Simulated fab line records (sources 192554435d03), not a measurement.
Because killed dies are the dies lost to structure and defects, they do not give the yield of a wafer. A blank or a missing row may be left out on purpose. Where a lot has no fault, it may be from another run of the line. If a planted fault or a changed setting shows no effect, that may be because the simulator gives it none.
Chamber matching	flow n5Finfet	rieDiel-02 running N5_BEOL_M13_DESCUM_15: 4 sister chambers
The step chemistry O2, time 7.9 s. 4 wafers are shown with their chamber, then 8 later ones without.

== WAFERS PAIRED WITH THEIR CHAMBERS ==
wafer	chamber	drypumpMotorCurrentA (A)
L088.5	3	5.7
L087.3	2	5.8
L087.6	0	5.7
L091.1	1	5.0

== WAFERS WITHOUT THEIR CHAMBER ==
wafer	drypumpMotorCurrentA (A)
L091.2	5.7
L091.3	5.7
L093.1	5.7
L093.2	5.7
L093.4	5.1
L097.2	5.7
L097.3	5.1
L097.5	5.8

== CHAMBER TAKEN BY EACH ==
wafer	from the rows above	in truth
L091.2	can't be placed: 0 or 3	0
L091.3	can't be placed: 0 or 3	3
L093.1	can't be placed: 0 or 3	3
L093.2	can't be placed: 0 or 3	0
L093.4	1	1
L097.2	can't be placed: 0 or 3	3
L097.3	1	1
L097.5	2	2
Correct placement for 3 of the 8. These rows do not allow placing 5 (true chamber among the candidates in 5). 0 placed wrongly.
How it was worked out, from the rows above alone: a wafer's distance from a chamber is the root of the sum, over the readings, of the square of ((its reading less the chamber's mean) divided by the reading's scatter). If the next closest chamber is less than 2 further off than the closest, the wafer can't be placed; otherwise it belongs to the closest. The mean given for a chamber averages the wafers shown for that chamber. The scatter: with one shown wafer a chamber, the root of the mean of the squares of how far each hidden wafer lies from its nearest shown one.
